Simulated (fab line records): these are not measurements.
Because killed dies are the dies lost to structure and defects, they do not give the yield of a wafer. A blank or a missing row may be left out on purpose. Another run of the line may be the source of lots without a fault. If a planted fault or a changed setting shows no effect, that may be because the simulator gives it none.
Chamber matching | flow n5 finfet | 4 sister chambers for N5_HKMG_FIN_ETCH_35 on rie diel-02
The step etches SOC in N2/H2, target depth 215.8 nm, time 243.4 s. 20 wafers are shown with their chamber, then 10 later ones without.

## WAFERS, EACH WITH ITS CHAMBER
wafer  | chamber | showerhead plenum p Torr (Torr) | throttle valve pct (%) | oes product au (a.u.)
L075.2 | 0       | 2.67                            | 17.99                  | 0.84
L075.4 | 2       | 2.51                            | 18.01                  | 0.70
L075.5 | 2       | 2.51                            | 17.99                  | 0.71
L078.1 | 3       | 2.54                            | 17.68                  | 0.76
L078.4 | 3       | 2.54                            | 17.69                  | 0.77
L078.6 | 1       | 2.70                            | 18.09                  | 0.85
L081.2 | 3       | 2.53                            | 17.69                  | 0.75
L081.3 | 0       | 2.67                            | 18.02                  | 0.81
L081.4 | 2       | 2.51                            | 18.03                  | 0.69
L082.4 | 2       | 2.51                            | 18.03                  | 0.70
L082.5 | 0       | 2.67                            | 18.03                  | 0.82
L082.6 | 1       | 2.69                            | 18.11                  | 0.83
L085.2 | 0       | 2.66                            | 18.03                  | 0.81
L085.3 | 3       | 2.53                            | 17.70                  | 0.75
L085.6 | 0       | 2.66                            | 18.02                  | 0.81
L086.4 | 3       | 2.53                            | 17.70                  | 0.74
L086.5 | 3       | 2.53                            | 17.69                  | 0.75
L086.6 | 2       | 2.51                            | 18.05                  | 0.69
L090.1 | 1       | 2.69                            | 18.13                  | 0.80
L090.3 | 0       | 2.66                            | 18.05                  | 0.80

SIGNATURES (means of the wafers above)
reading                  | chamber 0 | chamber 1 | chamber 2 | chamber 3 | scatter within a chamber
showerhead plenum p Torr | 2.6650    | 2.6933    | 2.5100    | 2.5333    | 0.00468
throttle valve pct       | 18.0233   | 18.1100   | 18.0220   | 17.6917   | 0.0178
oes product au           | 0.8150    | 0.8267    | 0.6980    | 0.7533    | 0.0138
Rule: a wafer's distance from a chamber is the root of the sum, over the readings, of the square of ((its reading less the chamber's mean) divided by the reading's scatter). If the next closest chamber is less than 2 further off than the closest, the wafer can't be placed; otherwise it belongs to the closest. How the scatter is found: for the shown wafers, subtract from each reading the mean of its chamber, square and add these, divide the total by (wafers less chambers), then take the root.

## WAFERS WITH NO CHAMBER GIVEN
wafer  | showerhead plenum p Torr (Torr) | throttle valve pct (%) | oes product au (a.u.)
L090.6 | 2.66                            | 18.03                  | 0.80
L091.1 | 2.52                            | 17.72                  | 0.75
L091.2 | 2.69                            | 18.13                  | 0.81
L091.3 | 2.69                            | 18.14                  | 0.81
L095.2 | 2.68                            | 18.15                  | 0.79
L095.4 | 2.52                            | 17.72                  | 0.73
L095.6 | 2.68                            | 18.16                  | 0.79
L096.1 | 2.50                            | 18.06                  | 0.68
L096.2 | 2.68                            | 18.16                  | 0.80
L096.3 | 2.52                            | 17.72                  | 0.73

## WHICH CHAMBER EACH WENT THROUGH
wafer  | from the rows above | in truth
L090.6 | 0                   | 0
L091.1 | 3                   | 3
L091.2 | 1                   | 1
L091.3 | 1                   | 1
L095.2 | 1                   | 1
L095.4 | 3                   | 3
L095.6 | 1                   | 1
L096.1 | 2                   | 2
L096.2 | 1                   | 1
L096.3 | 3                   | 3
Placed correctly: 10 of 10. Number that these rows cannot place: 0. Placed wrongly: 0.
